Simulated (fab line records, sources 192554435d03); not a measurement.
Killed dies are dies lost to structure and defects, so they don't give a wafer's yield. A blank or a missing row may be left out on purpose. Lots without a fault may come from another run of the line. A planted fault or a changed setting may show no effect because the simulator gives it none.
Chamber matching | flow n5_finfet | N5_HKMG_FIN_PWFM_ALD_03 on ald_metal-03: 4 sister chambers
The step deposits TiN, target thk 2 nm, pulse time 1 s, purge time 3 s. 4 wafers are shown with their chamber, then 9 later ones without.

WAFERS WITH THEIR CHAMBER
wafer  | chamber | heater_power_w (W)
L081.6 | 3       | 945
L088.1 | 1       | 987
L091.4 | 2       | 823
L091.6 | 0       | 718

WAFERS WITHOUT THEIR CHAMBER
wafer  | heater_power_w (W)
L093.3 | 824
L093.4 | 741
L093.6 | 974
L096.1 | 709
L096.2 | 839
L096.3 | 946
L096.4 | 984
L096.5 | 997
L096.6 | 822

WHICH CHAMBER EACH WENT THROUGH
wafer  | from the rows above     | in truth
L093.3 | 2                       | 2
L093.4 | 0                       | 0
L093.6 | can't be placed: 1 or 3 | 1
L096.1 | 0                       | 0
L096.2 | 2                       | 2
L096.3 | 3                       | 3
L096.4 | 1                       | 1
L096.5 | 1                       | 1
L096.6 | 2                       | 2
Placed correctly: 8 of 9. Can't be placed from these rows: 1 (the true chamber is among the candidates in 1). Placed wrongly: 0.
How it was worked out, from the rows above alone: a wafer's distance from a chamber is the root of the sum, over the readings, of the square of ((its reading less the chamber's mean) divided by the reading's scatter). The wafer belongs to the nearest chamber; if the next one is less than 2 further off, it can't be placed. A chamber's mean is the mean of its shown wafers. The scatter: with one shown wafer a chamber, the root of the mean of the squares of how far each hidden wafer lies from its nearest shown one.
